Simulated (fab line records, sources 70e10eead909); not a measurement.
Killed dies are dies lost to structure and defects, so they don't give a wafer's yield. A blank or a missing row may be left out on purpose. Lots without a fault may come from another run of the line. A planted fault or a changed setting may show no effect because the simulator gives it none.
Chamber matching | flow nand_harc | NHARC_P_M2_STRIP_18 on rie_diel-05: 4 sister chambers
The step strips in N2/H2. 4 wafers are shown with their chamber, then 12 later ones without.

WAFERS WITH THEIR CHAMBER
wafer  | chamber | rf_vpp_V (V)
L086.1 | 2       | 89.3
L088.2 | 1       | 88.4
L091.1 | 3       | 90.8
L091.6 | 0       | 92.0

WAFERS WITHOUT THEIR CHAMBER
wafer  | rf_vpp_V (V)
L092.2 | 89.4
L092.5 | 89.6
L092.6 | 91.1
L094.1 | 90.2
L094.3 | 92.5
L094.4 | 89.7
L095.2 | 91.3
L095.3 | 92.4
L095.6 | 91.3
L096.4 | 92.7
L096.5 | 91.7
L096.6 | 91.5

WHICH CHAMBER EACH WENT THROUGH
wafer  | from the rows above          | in truth
L092.2 | can't be placed: 2 or 1      | 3
L092.5 | can't be placed: 2 or 1 or 3 | 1
L092.6 | can't be placed: 3 or 0      | 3
L094.1 | can't be placed: 3 or 2      | 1
L094.3 | 0                            | 0
L094.4 | can't be placed: 2 or 3 or 1 | 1
L095.2 | can't be placed: 3 or 0      | 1
L095.3 | 0                            | 0
L095.6 | can't be placed: 3 or 0      | 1
L096.4 | 0                            | 0
L096.5 | can't be placed: 0 or 3      | 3
L096.6 | can't be placed: 0 or 3      | 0
Placed correctly: 3 of 12. Can't be placed from these rows: 9 (the true chamber is among the candidates in 5). Placed wrongly: 0.
How it was worked out, from the rows above alone: a wafer's distance from a chamber is the root of the sum, over the readings, of the square of ((its reading less the chamber's mean) divided by the reading's scatter). The wafer belongs to the nearest chamber; if the next one is less than 2 further off, it can't be placed. A chamber's mean is the mean of its shown wafers. The scatter: with one shown wafer a chamber, the root of the mean of the squares of how far each hidden wafer lies from its nearest shown one.
